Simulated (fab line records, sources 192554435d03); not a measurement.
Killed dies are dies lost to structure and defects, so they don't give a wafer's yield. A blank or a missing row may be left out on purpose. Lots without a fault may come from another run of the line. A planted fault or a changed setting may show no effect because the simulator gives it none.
Split-lot experiment | flow n5_finfet | 7 lots, 21 wafers read, on a route of 1938 steps

THE SPLIT
At N5_MOL_CONTACT_COAG_ALD_27 (deposits SiOC, target thk 17 nm, pulse time 1.5 s, time 2720 s), the setting ald_cycles was moved away from the recipe's 340 on 7 of the 21 wafers read, by -11.2% to +14.1%. The other wafers ran this setting at the recipe's value.

The reading is taken at the split's own step.

THE READING
SiOC_of_MOL_CONTACT_COAG_ALD_27.thk_nm (the simulator's own value, which no gauge read), in nm, at N5_MOL_CONTACT_COAG_ALD_27 (deposits SiOC, target thk 17 nm, pulse time 1.5 s, time 2720 s). The file gives no usual value for it. The 14 wafers here that ran the recipe average 16.9 nm, standard deviation 0.09 nm.

wafer  | tool, chamber at the split | ald_cycles as run | against the recipe | SiOC_of_MOL_CONTACT_COAG_ALD_27.thk_nm, nm | against lot-mates on the recipe
L075.1 | ald_sin-03, 3,1,0          | 340               | recipe             | 16.8                                       | -
L075.3 | ald_sin-03, 3,1,0          | 340               | recipe             | 16.8                                       | -
L075.4 | ald_sin-03, 3,1,0          | 340               | recipe             | 16.8                                       | -
L077.2 | ald_sin-03, 0              | 340               | recipe             | 17                                         | -
L077.3 | ald_sin-03, 2              | 302               | -11.2%             | 15.2                                       | -1.8
L077.6 | ald_sin-03, 2              | 302               | -11.2%             | 15                                         | -2.0
L078.2 | ald_sin-04, 2,0,2          | 340               | recipe             | 17                                         | -
L078.4 | ald_sin-04, 2,0,2          | 340               | recipe             | 17                                         | -
L078.5 | ald_sin-04, 2,0,2          | 340               | recipe             | 17                                         | -
L082.2 | ald_sin-01, 2,1            | 340               | recipe             | 17                                         | -
L082.4 | ald_sin-01, 2,1            | 340               | recipe             | 17                                         | -
L082.6 | ald_sin-01, 0              | 388               | +14.1%             | 19.4                                       | +2.4
L084.1 | ald_sin-04, 2,3            | 361               | +6.2%              | 18.2                                       | no lot-mate on the recipe
L084.6 | ald_sin-04, 2,3            | 361               | +6.2%              | 18.2                                       | no lot-mate on the recipe
L084.3 | ald_sin-04, 3              | 361               | +6.2%              | 18                                         | no lot-mate on the recipe
L091.1 | ald_sin-04, 1,0            | 340               | recipe             | 17                                         | -
L091.3 | ald_sin-04, 1,0            | 340               | recipe             | 17                                         | -
L091.2 | ald_sin-04, 3              | 382               | +12.4%             | 19                                         | +2.0
L095.3 | ald_sin-03, 1              | 340               | recipe             | 16.8                                       | -
L095.5 | ald_sin-03, 3,2            | 340               | recipe             | 17                                         | -
L095.6 | ald_sin-03, 3,2            | 340               | recipe             | 17                                         | -
Where a row lists several chambers, the file gives one row for several wafers and doesn't say which wafer went through which chamber.

THE FIT
A straight line over all 21 wafers: SiOC_of_MOL_CONTACT_COAG_ALD_27.thk_nm changes by +0.171 nm for each +1% of ald_cycles; r = +0.99; the points scatter about the line by 0.11 nm.
The same after taking each lot's own level away (the mean of its wafers on the recipe; 18 wafers): +0.168 nm for each +1%; r = +1.00; scatter 0.058 nm.
On that fit, the largest move of ald_cycles shifts the reading by 2.4 nm.
The lots' own levels span 16.80 to 17.00 nm, that is 2.2 times the standard deviation above.
So the lot-to-lot level changes the slope little: the two slopes agree.
Check: with one of the wafers moved furthest among these (+14.1%) left out of the fit, the line predicts +2.35 nm for it against its lot-mates. It came out at +2.4 nm against them.

OTHER SPLITS ON THESE WAFERS
These wafers also went through other splits before the reading. Each is held against what the fit with the lots' levels taken away leaves over:
other split on the same wafers    | wafers away from the commonest value | r with SiOC_of_MOL_CONTACT_COAG_ALD_27.thk_nm (lot level and that fit taken away)
N5_SD_EPI_P_EPI_21 time_s         | 5                                    | +0.14
N5_HKMG_FIN_EXPOSE_46 dose_mj     | 8                                    | +0.19
N5_HKMG_FIN_ETCH_55 bias_w        | 7                                    | -0.05
N5_HKMG_FIN_ETCH_35 time_s        | 5                                    | +0.05
N5_GATE_CUT_DESCUM_18 time_s      | 6                                    | +0.20
N5_GATE_CUT_ETCH_36 cf4_flow_sccm | 7                                    | -0.22

THE FILE'S OWN FIT
SiOC_of_MOL_CONTACT_COAG_ALD_27.thk_nm changes by +0.167 nm for each +1% of ald_cycles, r = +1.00.
